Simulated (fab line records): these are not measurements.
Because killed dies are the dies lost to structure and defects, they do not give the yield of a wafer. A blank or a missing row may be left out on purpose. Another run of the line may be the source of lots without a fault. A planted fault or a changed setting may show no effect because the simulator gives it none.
Matching of chambers -- flow nandHarc -- 3 sister chambers for NHARC_A_STAIRCASE_DEP_151 on pecvd-04
The step deposits SiO2, target thk 7200 nm. 14 wafers are shown with their chamber, then 7 later ones without.

== WAFERS PAIRED WITH THEIR CHAMBERS ==
wafer,chamber,heaterPowerW (W),susceptorTempC (C)
L146.3,1,731,399.73
L146.4,2,501,399.76
L146.6,0,534,399.79
L153.4,2,500,400.15
L153.5,1,599,400.12
L153.6,0,535,400.04
L160.2,2,552,400.09
L160.4,0,525,399.72
L160.5,1,586,400.09
L163.2,2,512,399.98
L163.4,2,496,399.87
L163.6,1,601,399.94
L166.2,2,619,399.41
L166.5,0,537,400.28

SIGNATURES (means of the wafers above)
reading,chamber 0,chamber 1,chamber 2,scatter within a chamber
heaterPowerW,532.75,629.25,530.00,48.3
susceptorTempC,399.9575,399.9700,399.8767,0.244
Rule: for a wafer and a chamber, the distance is found by dividing, reading by reading, the gap between the wafer's reading and the chamber's mean by the reading's scatter, squaring, summing and taking the root. If the next closest chamber is less than 2 further off than the closest, the wafer can't be placed; otherwise it belongs to the closest. The scatter: take each reading less its chamber's mean, square it, sum over the shown wafers, divide by the number of wafers less the number of chambers, and take the root.

== WAFERS MISSING THEIR CHAMBER ==
wafer,heaterPowerW (W),susceptorTempC (C)
L166.6,603,400.04
L167.3,576,399.78
L167.5,599,400.51
L167.6,532,400.56
L168.4,530,400.23
L168.5,604,399.96
L168.6,488,400.39

== EACH ONE'S CHAMBER ==
wafer,from the rows above,in truth
L166.6,can't be placed: 1 or 0 or 2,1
L167.3,can't be placed: 2 or 0 or 1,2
L167.5,can't be placed: 1 or 0 or 2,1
L167.6,can't be placed: 0 or 2 or 1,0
L168.4,can't be placed: 0 or 2 or 1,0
L168.5,can't be placed: 1 or 0 or 2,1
L168.6,can't be placed: 0 or 2 or 1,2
0 of 7 placed correctly. Cannot be placed on the basis of these rows: 7; the candidates contain the true chamber in 7. 0 placed wrongly.
